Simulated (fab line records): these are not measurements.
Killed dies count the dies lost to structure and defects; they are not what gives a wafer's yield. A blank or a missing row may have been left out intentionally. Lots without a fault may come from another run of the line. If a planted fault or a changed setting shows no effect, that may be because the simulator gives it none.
Matching of chambers + flow nand_harc + NHARC_P_M1_CMP_23 on cmp-01: 4 sister chambers
The step polishes, t overpolish 20 s, target thk 157.82 nm. 4 wafers are shown with their chamber, then 9 later ones without.

## WAFERS WITH THEIR CHAMBER
| wafer  | chamber | time_to_endpoint_s (s) |
|--------|---------|------------------------|
| L074.5 | 1       | 25                     |
| L079.4 | 0       | 28                     |
| L089.3 | 2       | 21                     |
| L089.5 | 3       | 30                     |

## WAFERS MISSING THEIR CHAMBER
| wafer  | time_to_endpoint_s (s) |
|--------|------------------------|
| L090.2 | 30                     |
| L090.3 | 24                     |
| L090.4 | 25                     |
| L095.3 | 28                     |
| L095.5 | 21                     |
| L095.6 | 26                     |
| L096.1 | 25                     |
| L096.2 | 23                     |
| L096.5 | 28                     |

## THE CHAMBER EACH PASSED THROUGH
| wafer  | from the rows above     | in truth                   |
|--------|-------------------------|----------------------------|
| L090.2 | 3                       | 3                          |
| L090.3 | 1                       | 1                          |
| L090.4 | 1                       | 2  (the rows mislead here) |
| L095.3 | 0                       | 0                          |
| L095.5 | 2                       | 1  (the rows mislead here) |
| L095.6 | can't be placed: 1 or 0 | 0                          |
| L096.1 | 1                       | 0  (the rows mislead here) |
| L096.2 | can't be placed: 1 or 2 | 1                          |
| L096.5 | 0                       | 0                          |
4 of 9 placed correctly. These rows do not allow placing 2 (true chamber among the candidates in 2). 3 placed wrongly.
How it was worked out, from the rows above alone: a wafer's distance from a chamber is the root of the sum, over the readings, of the square of ((its reading less the chamber's mean) divided by the reading's scatter). The wafer belongs to the nearest chamber; if the next one is less than 2 further off, it can't be placed. For every chamber, the mean is computed from those of its wafers that are shown. The scatter: with one shown wafer a chamber, the root of the mean of the squares of how far each hidden wafer lies from its nearest shown one.
